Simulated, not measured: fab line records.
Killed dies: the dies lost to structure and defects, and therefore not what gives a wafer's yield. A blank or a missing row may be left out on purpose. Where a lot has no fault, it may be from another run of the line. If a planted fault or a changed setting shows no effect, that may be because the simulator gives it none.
Struck lot and sound lot, side by side ; flow n5Finfet ; 39 steps out of a route of 1938
Sound: these wafers, L512.1, L512.5, L512.6. Wafers struck: L504.1, L504.3, L504.5. The cause is given at the end.
Order at every step that has rows: each side's tool, ch and its chambers, its first start. Under that, the readings that differ: sound wafers ; struck wafers ; difference of the means ; sigmas: that difference in standard deviations of wafers without a fault.
alike: readings with means less than 2 such deviations apart, plus words and numbers identical on both sides. not compared: withheld readings, readings lacking a value on some wafer, bounds such as >300 that could conceal the same value, and numbers that have no deviation in the record and whose values overlap.
A row with sigmas, a row that says differs or no value, or rows on one side alone: a step with any of these is where the two part. Non-overlapping numbers with no deviation appear without sigmas and do not part them. A reading that every wafer of one side lacks parts them only if that side has two wafers or more.

first, 11 steps without rows for these wafers: N5_BEOL_M0_CUTY_DESCUM_61 (chemistry O2, time 7.9 s); N5_BEOL_M0_CUTY_ETCH_62 (etches SiARC in CF4, time 58.5 s); N5_BEOL_M0_CUTY_ETCH_63 (etches SOC in N2/H2, target depth 82.7 nm, overetch 16.5 nm, time 124 s); N5_BEOL_M0_CUTY_STRIP_64 (strips in N2/H2); N5_BEOL_M0_ETCH_138 (etches SiCN in CH3F/O2, target depth 12 nm, time 31.6 s); N5_BEOL_M0_HM_OPEN_105 (chemistry Cl2/BCl3, target TiN, target depth 12 nm); N5_BEOL_M0_STRIP_140 (strips in CF4); N5_BEOL_M0_STRIP_104 (strips in N2/H2); N5_BEOL_M0_WET_ETCH_106 (etches SiO2 in DHF, target depth 130 nm, rinse time 30 s); N5_BEOL_M0_ETCH_128 (etches SiCN in CF4/N2, target depth 12 nm, overetch 5.1 nm, time 21.4 s); N5_BEOL_M0_TRENCH_ETCH_107 (etches SiOC in C4F6/O2, target depth 32.8 nm, time 16.4 s).
N5_BEOL_M0_STRIP_142: strips in N2/H2, time 10 s.
  sound on rieDiel-03 ch 0,1,2, day 10 08:57; struck on rieDiel-03 ch 0,1,2, day 8 11:26
  no value came back on the struck wafers for any of 9 readings (biasPowerW (W), chamberPressureMTorr (mTorr) and others); on the sound wafers biasPowerW (W) reads 7.008 6.996 6.989
  not compared: rfHoursCounterH
then, 25 steps without rows for these wafers: N5_BEOL_M0_HM_STRIP_129 (strips TiN in peroxide tin strip, target depth 17 nm, time 108 s); N5_BEOL_M0_SRD_130 (time 30 s); N5_BEOL_M0_ETCH_109 (etches SiCN in CH3F/O2, target depth 8 nm, overetch 2.4 nm, time 27.4 s); N5_BEOL_M0_STRIP_139 (strips in post etch residue remover, time 60 s); N5_BEOL_M0_SRD_111 (time 30 s); N5_BEOL_M0_DEGAS_112 (time 60 s); N5_BEOL_M0_PRE_CLEAN_113 (time 30 s); N5_BEOL_M0_ALD_136 (deposits TaN, pulse time 2 s, purge time 3 s, co reactant purge time 2 s); N5_BEOL_M0_SURFACE_TREAT_137; N5_BEOL_M0_CVD_115 (deposits Co from CCTBA/H2, time 120 s); N5_BEOL_M0_SPUTTER_116 (material Cu, target thk 4 nm, time 7.37 s); N5_BEOL_M0_ANNEAL_117 (time 60 s); N5_BEOL_M0_SPUTTER_132 (material Cu, target thk 4 nm, time 7.37 s); N5_BEOL_M0_ANNEAL_133 (time 60 s); N5_BEOL_M0_SPUTTER_134 (material Cu, target thk 4 nm, time 7.37 s); N5_BEOL_M0_ANNEAL_135 (time 60 s); N5_BEOL_M0_SPUTTER_141 (material Cu, target thk 4 nm, time 7.37 s); N5_BEOL_M0_ECD_118 (material Cu, target thk 300 nm); N5_BEOL_M0_ANNEAL_119 (time 90 s); N5_BEOL_M0_CMP_120 (polishes, stops on SiOC, t overpolish 6.9 s); N5_BEOL_M0_PRE_CLEAN_131 (time 15 s); N5_BEOL_M0_CO_CAP_123 (material Co, precursor CCTBA/H2, target thk 2 nm, time 102.1 s); N5_BEOL_M0_PRE_CLEAN_124 (time 15 s); N5_BEOL_M0_DEP_125 (deposits SiCN from 3MS/NH3, target thk 8 nm, time 14 s); N5_BEOL_M1_ILD_DEP_00 (deposits SiOC from DEMS/O2, target thk 79 nm, time 15.3 s).
-- record jumps: 2 days separate the struck wafers' starts on either side; left off in module BEOL_M1, taken up again in module BEOL_M4, whose first shown step is the route's number 1111 --
N5_BEOL_M4_RC_MEAS_101:
  sound on prober-01 ch 0, day 12 16:02; struck on prober-01 ch 0, day 10 21:55
reading;sound;struck;difference;sigmas
VT_P (mV);-244 -245 -245;-250 -253 -255;-8;-2
  alike: DIBL_N, DIBL_P, IOFF_N, IOFF_P, ION_N, ION_P, SS_N, SS_P, VT_N
-- record jumps: 4 days separate the struck wafers' starts on either side; left off in module BEOL_M4, taken up again in module PASSIVATION, whose first shown step is the route's number 1936 --
N5_PASSIVATION_PROBE_49:
  the record has rows for the struck wafers here (prober-01, day 15 00:38) and none for the sound ones

## WHERE THEY PART
Last at N5_PASSIVATION_PROBE_49 as far as this record goes, first at N5_BEOL_M0_STRIP_142.

WHY: what had been put in by the simulator
Entire step skipped (rieDiel-03, N5_BEOL_M0_STRIP_142), from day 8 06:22 onward. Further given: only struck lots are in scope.
